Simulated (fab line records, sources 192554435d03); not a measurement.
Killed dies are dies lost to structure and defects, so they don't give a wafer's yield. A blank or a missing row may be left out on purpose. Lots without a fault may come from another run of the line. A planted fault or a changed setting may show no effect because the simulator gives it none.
A struck lot beside a sound one | flow n5_finfet | 40 steps out of a route of 1938
Sound: wafers L221.2, L221.3, L221.4. Struck: wafer L218.2. (L218.3, L218.5 of the same lot were not struck and are left out.) The cause comes at the end.
At each step with rows: each side's tool, then ch and its chambers, then its first start. Under that, the readings that differ: sound wafers | struck wafers | difference of the means | sigmas: that difference in standard deviations of wafers without a fault.
alike: readings whose means differ by less than 2 such deviations, and words and numbers that are the same on both sides. not compared: withheld readings, readings that some wafer has no value for, bounds like >300 that may hide the same value, and numbers for which the record gives no deviation and whose values overlap.
The two part at a step that has a row with sigmas, a row that says differs or no value, or rows on one side only. Numbers that don't overlap but have no deviation are shown without sigmas and don't part them. A reading that every wafer of one side lacks parts them only if that side has two wafers or more.

first, 12 steps without rows for these wafers: N5_MOL_CONTACT_COAG_PRECLEAN_111 (cleans in NF3:NH3, afs cycles 1, time 20 s, sublimation time 60 s); N5_MOL_CONTACT_COAG_TI_SIL_19 (material Ti, target thk 4.2 nm, time 15 s); N5_MOL_CONTACT_COAG_ALD_20 (deposits TiN, target thk 1.5 nm, pulse time 1 s, purge time 3 s); N5_MOL_CONTACT_COAG_SIL_ANNEAL_21 (time 60 s); N5_MOL_CONTACT_COAG_PRE_CLEAN_141 (time 60 s); N5_MOL_CONTACT_COAG_SPUTTER_143 (material Co, target thk 2.5 nm); N5_MOL_CONTACT_COAG_CO_FILL_22 (material Co, precursor CCTBA/H2, target thk 20 nm); N5_MOL_CONTACT_COAG_ANNEAL_113 (time 300 s); N5_MOL_CONTACT_COAG_PRE_CLEAN_142 (time 60 s); N5_MOL_CONTACT_COAG_SPUTTER_130 (material Co, target thk 47.5 nm); N5_MOL_CONTACT_COAG_PRECLEAN_125 (cleans in DIW, time 57.5 s); N5_MOL_CONTACT_COAG_SRD_126 (dry time 32 s).
N5_MOL_CONTACT_COAG_CMP_23: polishes, stops on SiO2, t overpolish 1.5 s, target thk 0 nm.
  sound on cmp-03 ch 0,1,3, day 10 17:23; struck on cmp-02 ch 2, day 9 23:47
  reading                                       | sound          | struck | difference | sigmas
  time_to_endpoint_s (s)                        | 4.9 9.3 6.3    | 20.4   | +13.6      | +5
  model.SiNx_of_GATE_CUT_SAC_CAP_01.thk_nm (nm) | 18.4 18.4 18.4 | 19.2   | +0.8       |
  alike: motor_current_A, overpolish_run_s
then, 3 steps without rows for these wafers: N5_MOL_CONTACT_COAG_WET_ETCH_26 (target Co, target depth 13 nm); N5_MOL_CONTACT_COAG_WET_ETCH_116 (etches the open film in SC1-inhibited, target depth 4.6 nm, rinse time 30 s); N5_MOL_CONTACT_COAG_ALD_27 (deposits SiOC, target thk 17 nm, pulse time 1.5 s, time 2720 s).
N5_MOL_CONTACT_COAG_CMP_28: polishes, stops on SiNx, t overpolish 0.85 s, target thk 14.522 nm.
  sound on cmp-01 ch 0,2,3, day 10 19:44; struck on cmp-02 ch 3, day 10 02:24
  reading                                       | sound          | struck | difference | sigmas
  motor_current_A (A)                           | 16.1 12.6 12.8 | 10.2   | -3.6       | -2
  model.SiNx_of_GATE_CUT_SAC_CAP_01.thk_nm (nm) | 18 18 18       | 18.8   | +0.8       |
N5_MOL_CONTACT_COAG_THK_MEAS_29:
  sound on film_metro-02, day 10 20:02; struck on film_metro-02, day 10 02:39
  reading         | sound             | struck | difference | sigmas
  MD_CAP_THK (nm) | 18.03 18.01 17.99 | 18.89  | +0.88      | +9
then, 19 steps without rows for these wafers: N5_MOL_CONTACT_COAG_ALD_123 (deposits SiNx, target thk 5 nm, pulse time 1 s, purge time 2 s); N5_MOL_CONTACT_COAG_PECVD_31 (deposits SiO2 from TEOS/O2, target thk 46 nm, time 8.9 s); N5_MOL_CONTACT_COAG_COAT_75 (time 60 s, resist thk 60 nm); N5_MOL_CONTACT_COAG_COAT_76 (time 60 s, resist thk 10 nm); N5_MOL_CONTACT_COAG_COAT_77 (time 60 s, resist thk 10 nm); N5_MOL_CONTACT_COAG_COAT_78 (resist thk 40 nm); N5_MOL_CONTACT_COAG_EBR_80; N5_MOL_CONTACT_COAG_SOFTBAKE_79 (time 60 s); N5_MOL_CONTACT_COAG_EXPOSE_81 (exposes mask VG, defocus 0 nm); N5_MOL_CONTACT_COAG_PEB_82 (peb time 60 s); N5_MOL_CONTACT_COAG_DEVELOP_83 (develop time 30 s); N5_MOL_CONTACT_COAG_DESCUM_88 (chemistry O2, time 7 s); N5_MOL_CONTACT_COAG_ETCH_89 (etches underlayer in N2/H2, target depth 13 nm, time 10.4 s); N5_MOL_CONTACT_COAG_ETCH_90 (etches SiARC in CF4, target depth 13 nm, time 21.7 s); N5_MOL_CONTACT_COAG_ALD_131 (deposits SiO2, target thk 5 nm, pulse time 1 s, co reactant pulse time 1 s); N5_MOL_CONTACT_COAG_ETCHBACK_132 (etches SiO2 in CHF3, target depth 10 nm, time 6.7 s); N5_MOL_CONTACT_COAG_ETCH_91 (etches SOC in N2/H2, target depth 60 nm, overetch 21 nm, time 101.2 s); N5_MOL_CONTACT_COAG_STRIP_92 (strips in N2/H2); N5_MOL_CONTACT_COAG_STRIP_93 (strips in N2/H2).
N5_MOL_CONTACT_COAG_ETCH_47: etches SiNx in CH3F/O2, stops on W, target depth 27 nm.
  sound on rie_diel-02 ch 1,2,3, day 10 21:44; struck on rie_diel-02 ch 2, day 10 04:24
  reading                                      | sound             | struck | difference | sigmas
  etch_rf_on_time_s (s)                        | 32.0 31.1 31.4    | 33.2   | +1.7       | +3
  model.etch.t_clear_s (s)                     | 26.64 25.94 26.12 | 27.68  | +1.45      |
  model.MOL_CONTACT_COAG.feature_depth_nm (nm) | 18.6 18.6 18.6    | 19.6   | +1.0       |
  model.etch.depth_nm (nm)                     | 18.07 18.01 18    | 18.86  | +0.83      |
  alike: drypump_motor_current_A, oes_product_au, rf_vpp_V, showerhead_plenum_p_Torr, throttle_valve_pct
  not compared: rf_hours_counter_h
-- the record jumps here: 3 days lie between the struck wafers' starts before and after (it left off in module MOL_CONTACT_COAG and takes up again in module BEOL_M4, whose first step shown is number 1111 of the route) --
N5_BEOL_M4_RC_MEAS_101:
  sound on prober-01 ch 0, day 14 14:32; struck on prober-02 ch 0, day 13 08:22
  reading        | sound          | struck | difference | sigmas
  DIBL_N (mV/V)  | 38.5 37.8 38.6 | 33.6   | -4.7       | -2
  DIBL_P (mV/V)  | 39.2 38.4 39.4 | 32.7   | -6.3       | -3
  IOFF_N (nA/um) | 0.23 0.23 0.23 | 0.13   | -0.10      | -3
  IOFF_P (nA/um) | 0.26 0.26 0.26 | 0.16   | -0.10      | -3
  SS_P (mV/dec)  | 73.9 73.7 74.3 | 72.5   | -1.5       | -2
  VT_N (mV)      | 242 243 244    | 251    | +8         | +2
  VT_P (mV)      | -247 -247 -245 | -253   | -7         | -2
  alike: ION_N, ION_P, SS_N
N5_PASSIVATION_PROBE_49:
  the record has rows for the sound wafers here (prober-02, day 19 02:46) and none for the struck ones

WHERE THEY PART
First at N5_MOL_CONTACT_COAG_CMP_23; last, within this record, at N5_PASSIVATION_PROBE_49.

WHY: what the simulator had put in
Process parameter drift: cmp-02, from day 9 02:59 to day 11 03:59, at N5_MOL_CONTACT_COAG_CMP_23. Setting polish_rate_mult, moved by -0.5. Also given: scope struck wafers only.
